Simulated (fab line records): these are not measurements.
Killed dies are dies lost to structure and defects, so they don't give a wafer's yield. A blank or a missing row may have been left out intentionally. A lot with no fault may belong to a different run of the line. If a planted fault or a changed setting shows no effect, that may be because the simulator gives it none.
Comparing a struck lot with a sound one	flow nand harc	25 out of 1302 route steps
Sound: the wafers L527.2, L527.5, L527.6. Struck: wafer L535.6 (left out: L535.4, a lot-mate that was not struck); the cause follows at the end.
At each step with rows: each side's tool, then ch and its chambers, then its first start. Under that, the readings that differ: sound wafers	struck wafers	difference of the means	sigmas: that difference in standard deviations of wafers without a fault.
alike: a reading whose means differ by less than 2 such deviations, as well as words and numbers matching on both sides. not compared: withheld readings; readings where some wafer has no value; bounds like >300 that might hide an equal value; numbers whose values overlap and for which the record gives no deviation.
A row with sigmas, a row that says differs or no value, or rows on one side alone: a step with any of these is where the two part. Non-overlapping numbers with no deviation appear without sigmas and do not part them. Lack of a reading on every wafer of one side parts them only where that side has two or more wafers.

first, 5 steps without rows for these wafers: NHARC_P_GATE_PRECLEAN_71 (cleans in SC1); NHARC_P_GATE_SRD_72; NHARC_P_GATE_OXIDE_16 (material SiO2, target thk 3 nm, ox time 392 s); NHARC_P_GATE_CVD_17 (deposits poly-Si, target thk 150 nm, time 900 s); NHARC_P_GATE_HM_DEP_102 (deposits aC, target thk 120 nm).
NHARC_P_GATE_DEP_103: deposits SiON, target thk 30 nm.
  sound on pecvd-01 ch 1,2, day 5 19:33; struck on pecvd-02 ch 1, day 8 23:29
  alike: heater power w
then, 6 steps without rows for these wafers: NHARC_P_GATE_DEHYDRATE_18 (time 120 s); NHARC_P_GATE_HMDS_19 (time 30 s); NHARC_P_GATE_COAT_20 (resist thk 90 nm); NHARC_P_GATE_SOFTBAKE_21 (time 55 s); NHARC_P_GATE_EBR_22; NHARC_P_GATE_EXPOSE_23 (exposes mask P GATE, target cd 120 nm).
NHARC_P_GATE_PEB_24: peb time 65 s.
  sound on litho track-06 ch 0, day 5 20:07; struck on litho track-01 ch 0, day 9 00:00
reading	sound	struck	difference	sigmas
heater power total W (W)	156.6 157.2 155.9	165.9	+9.3	+22
then, 1 step without rows for these wafers: NHARC_P_GATE_DEVELOP_25 (develop time 35 s).
NHARC_P_GATE_CD_MEAS_26: the cd target is 120 nm.
  sound on cd sem-01 ch 0, day 5 20:12; struck on cd sem-02 ch 0, day 9 00:05
reading	sound	struck	difference	sigmas
cd nm (nm)	120.6 120.7 119.8	124.2	+3.8	+8
NHARC_P_GATE_OVL_MEAS_27:
  sound on overlay-01, day 5 20:17; struck on overlay-02, day 9 00:11
  alike: overlay x nm, overlay y nm
NHARC_P_GATE_INSPECT_28:
  sound on defect inspect-02, day 5 20:19; struck on defect inspect-02, day 9 00:13
  alike: raw defect count
NHARC_P_GATE_DESCUM_31: chemistry O2, time 3 s.
  sound on rie diel-13 ch 0,2,3, day 5 20:24; struck on rie diel-02 ch 0, day 9 00:16
reading	sound	struck	difference	sigmas
oes product au (a.u.)	0.996 0.990 1.001	1.016	+0.020	+2
model.P_GATE.cd nm (nm)	120.2 120.4 119.9	124.5	+4.3	
  alike: drypump motor current A, rf vpp V, showerhead plenum p Torr, throttle valve pct
  not compared: rf hours counter h
NHARC_P_GATE_ETCH_104: etches the open film in CF4/CHF3, target depth 60 nm.
  sound on rie diel-13 ch 2,3, day 5 20:29; struck on rie diel-02 ch 1, day 9 00:22
reading	sound	struck	difference	sigmas
oes product au (a.u.)	0.931 0.912 0.925	0.983	+0.060	+3
  alike: drypump motor current A, rf vpp V, showerhead plenum p Torr, throttle valve pct
NHARC_P_GATE_HM_OPEN_105: chemistry O2/COS, target depth 360 nm.
  sound: rie diel-13 ch 0,2; struck: rie diel-02 ch 0
  alike: drypump motor current A, oes product au, rf vpp V, showerhead plenum p Torr, throttle valve pct
  not compared: rf hours counter h
then, 1 step without rows for these wafers: NHARC_P_GATE_STRIP_106 (strips in O2/COS).
NHARC_P_GATE_ETCH_114: etches the open film in CF4/O2, target depth 30 nm, overetch 3 nm, time 16.5 s.
  sound: rie diel-13 ch 0,2,3; struck: rie diel-02 ch 0
  alike: drypump motor current A, oes product au, rf vpp V, showerhead plenum p Torr, throttle valve pct
  not compared: rf hours counter h
NHARC_P_GATE_ETCH_32: etches the open film in HBr/Cl2, target depth 150 nm, time 100.1 s.
  sound on rie si-02 ch 2,3, day 5 20:55; struck on rie si-06 ch 3, day 9 00:47
reading	sound	struck	difference	sigmas
model.P_GATE.cd nm (nm)	120.7 119.7 118.5	125.3	+5.7	
  alike: drypump motor current A, oes product au, throttle valve pct
  not compared: rf hours counter h
NHARC_P_GATE_STRIP_108: strips in O2.
  sound on rie diel-13 ch 0,2, day 5 21:07; struck on rie diel-13 ch 3, day 9 00:58
reading	sound	struck	difference	sigmas
oes product au (a.u.)	0.998 0.998 0.987	1.008	+0.014	+2
  alike: drypump motor current A, rf vpp V, showerhead plenum p Torr, throttle valve pct
  not compared: rf hours counter h
NHARC_END_SORT_01:
  the record has rows for the sound wafers here (prober-01 ch 0, day 25 18:34) and none for the struck ones

WHERE THEY PART
Last at NHARC_END_SORT_01 as far as this record goes, first at NHARC_P_GATE_PEB_24.

WHY: what the simulator had put in
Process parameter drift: litho track-01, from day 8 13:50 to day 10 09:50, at NHARC_P_GATE_PEB_24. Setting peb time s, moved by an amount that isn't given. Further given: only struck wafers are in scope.
